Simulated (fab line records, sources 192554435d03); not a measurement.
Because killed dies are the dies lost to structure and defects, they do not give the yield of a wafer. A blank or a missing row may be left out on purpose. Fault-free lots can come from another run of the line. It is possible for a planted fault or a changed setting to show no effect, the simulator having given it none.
A struck lot beside a sound one / flow n5Finfet / 15 steps out of a route of 1938
Sound: wafers L123.2, L123.4, L123.5. Struck: wafer L133.4 (L133.5, L133.6, from the same lot, were not struck and are left out); the cause is given at the end.
For every step that has rows: the tool of each side, followed by ch and its chambers, followed by its first start. Under that, the readings that differ: sound wafers / struck wafers / difference of the means / sigmas: that difference in standard deviations of wafers without a fault.
alike: readings whose means differ by less than 2 such deviations, and words and numbers that are the same on both sides. not compared: withheld readings, readings that some wafer has no value for, bounds like >300 that may hide the same value, and numbers for which the record gives no deviation and whose values overlap.
Wherever a step has rows on one side only, a row that says differs or no value, or a row with sigmas, the two part there. Numbers that have no deviation but don't overlap get no sigmas and don't part them. Lack of a reading on every wafer of one side parts them only where that side has two or more wafers.

first, 1 step without rows for these wafers: N5_BEOL_M9_ALD_74 (deposits TaN, target thk 2 nm, pulse time 2 s, purge time 3 s).
N5_BEOL_M9_SURFACE_TREAT_79:
  sound on pvdSputter-03, day 12 13:27; struck on pvdSputter-01, day 15 03:08
  not compared: throttleValvePct
then, 3 steps without rows for these wafers: N5_BEOL_M9_CVD_78 (deposits Co from CCTBA/H2, target thk 2 nm, time 138.9 s); N5_BEOL_M9_SPUTTER_48 (material Cu, target thk 12 nm, time 2 s); N5_BEOL_M9_ECD_50 (material Cu, target thk 318 nm).
N5_BEOL_M9_ANNEAL_51: time 90 s.
  sound on rtpAnneal-01 ch 0, day 12 14:53; struck on rtpAnneal-02 ch 0, day 15 06:25
  alike: wafer_temp_C_max
N5_BEOL_M9_CMP_52: polishes, stops on SiCOH lowk, t overpolish 7 s, target thk 140 nm.
  sound on cmp-01 ch 1,3, day 12 15:08; struck on cmp-04 ch 1, day 15 06:35
reading=barrierFieldEndpointS (s); sound=28.2 29.5 29.7; struck=27.3; difference=-1.8; sigmas=-2
reading=timeToEndpointS (s); sound=64 74 67; struck=57; difference=-11; sigmas=-3
  alike: motorCurrentA, overpolishRunS, platenRpm
N5_BEOL_M9_THK_MEAS_53: measures by xrf.
  sound on filmMetro-02, day 12 15:26; struck on filmMetro-01, day 15 06:52
  alike: M9_THK
then, 1 step without rows for these wafers: N5_BEOL_M9_PRE_CLEAN_55 (time 15 s).
N5_BEOL_M9_DEP_56: deposits SiCN from 3MS/NH3, target thk 15 nm, time 26.5 s.
  sound on pecvd-04 ch 0,1,2, day 12 15:30; struck on pecvd-02 ch 1, day 15 06:57
  alike: showerheadPlenumPTorr, showerheadVppV, throttleValvePct
N5_BEOL_M9_RS_MEAS_57: the measuring method here is four-point-probe.
  sound on filmMetro-02, day 12 15:34; struck on filmMetro-01, day 15 07:01
  alike: M9_RS
N5_BEOL_M9_INSPECT_58: inspects for defects (darkfield).
  sound on defectInspect-02, day 12 15:36; struck on defectInspect-01, day 15 07:02
  alike: rawDefectCount
N5_BEOL_M10_ILD_DEP_00: deposits SiCOH lowk from DEMS/porogen, target thk 308.51 nm, time 58 s.
  sound on pecvd-02 ch 0,1, day 12 15:38; struck on pecvd-01 ch 0, day 15 07:06
reading=showerheadVppV (V); sound=1442 1468 1421; struck=1343; difference=-101; sigmas=-2
reading=susceptorTempC (C); sound=300.47 299.50 299.91; struck=303.31; difference=+3.35; sigmas=+18
  alike: heaterPowerW, showerheadPlenumPTorr, throttleValvePct
N5_BEOL_M10_CURE_71: cures SiCOH lowk, time 240 s.
  sound on uvCure-03 ch 0, day 12 15:47; struck on uvCure-01 ch 2, day 15 07:23
  alike: lampPowerPct, wafer_temp_C_max
N5_PASSIVATION_PROBE_49:
  the record holds rows for the sound wafers here (prober-01, day 14 23:33) but none for the struck ones

## WHERE THEY PART
Earliest at N5_BEOL_M9_CMP_52; latest, in this record, at N5_PASSIVATION_PROBE_49.

WHY: the cause the simulator had injected
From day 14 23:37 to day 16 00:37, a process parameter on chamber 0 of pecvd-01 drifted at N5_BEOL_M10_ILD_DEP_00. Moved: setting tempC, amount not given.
